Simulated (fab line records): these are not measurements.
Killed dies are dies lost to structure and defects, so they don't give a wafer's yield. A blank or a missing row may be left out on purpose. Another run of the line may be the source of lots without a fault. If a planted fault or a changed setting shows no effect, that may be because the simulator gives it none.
Struck lot and sound lot, side by side || flow n5_finfet || 15 steps out of a route of 1938
Sound: these wafers, L210.1, L210.4. Struck: wafers L198.1, L198.4, L198.5. The cause comes at the end.
For every step that has rows: the tool of each side, followed by ch and its chambers, followed by its first start. Under that, the readings that differ: sound wafers || struck wafers || difference of the means || sigmas: that difference in standard deviations of wafers without a fault.
alike: readings with means less than 2 such deviations apart, plus words and numbers identical on both sides. not compared: withheld readings, readings lacking a value on some wafer, bounds such as >300 that could conceal the same value, and numbers that have no deviation in the record and whose values overlap.
Wherever a step has rows on one side only, a row that says differs or no value, or a row with sigmas, the two part there. Numbers that have no deviation but don't overlap get no sigmas and don't part them. A reading that every wafer of one side lacks parts them only if that side has two wafers or more.

N5_WELL_APT_OVL_MEAS_09:
  sound on overlay-02 ch 0, day 6 13:43; struck on overlay-01 ch 0, day 3 13:44
  alike: NWELL_OVL
N5_WELL_APT_INSPECT_10: inspects for defects (macro).
  sound: defect_inspect-01 at day 6 13:44; struck: defect_inspect-01 at day 3 13:46
  alike: raw_defect_count
N5_WELL_APT_DESCUM_13: chemistry O2, time 7.9 s.
  sound on rie_diel-02 ch 2,3, day 6 13:47; struck on rie_diel-05 ch 0,3, day 3 13:48
  alike: drypump_motor_current_A, oes_product_au, rf_vpp_V, showerhead_plenum_p_Torr, throttle_valve_pct
  not compared: rf_hours_counter_h
then, 9 steps without rows for these wafers: N5_WELL_APT_IMPLANT_14; N5_WELL_APT_IMPLANT_15; N5_WELL_APT_STRIP_16 (strips in SPM, time 900 s); N5_WELL_APT_HMDS_18 (time 60 s); N5_WELL_APT_COAT_19 (resist thk 950 nm); N5_WELL_APT_EBR_21; N5_WELL_APT_SOFTBAKE_20 (time 60 s); N5_WELL_APT_EXPOSE_22 (exposes mask PWELL, defocus 0 nm, target cd 200 nm); N5_WELL_APT_PEB_23 (peb time 90 s).
N5_WELL_APT_DEVELOP_24: develop time 45 s.
  sound on litho_track-03 ch 0, day 6 14:50; struck on litho_track-03 ch 0, day 3 14:50
  alike: resist_line_temp_C
  not compared: model.WELL_APT.cd_nm
then, 1 step without rows for these wafers: N5_WELL_APT_HARDBAKE_29 (time 120 s).
-- a jump in the record: the struck wafers' starts before and after are 7 days apart (it breaks off in module WELL_APT and resumes in module BEOL_M4, where the first step shown is number 1111 of the route) --
N5_BEOL_M4_RC_MEAS_101:
  sound on prober-02 ch 0, day 14 03:34; struck on prober-01 ch 0, day 11 02:39
{"reading": "VT_P (mV)", "sound": "-243 -241", "struck": "-256 -255 -249", "difference": -11, "sigmas": -3}
  alike: DIBL_N, DIBL_P, IOFF_N, IOFF_P, ION_N, ION_P, SS_N, SS_P, VT_N

WHERE THEY PART
Within this record, at N5_BEOL_M4_RC_MEAS_101 only.

WHY: whatever the simulator had introduced
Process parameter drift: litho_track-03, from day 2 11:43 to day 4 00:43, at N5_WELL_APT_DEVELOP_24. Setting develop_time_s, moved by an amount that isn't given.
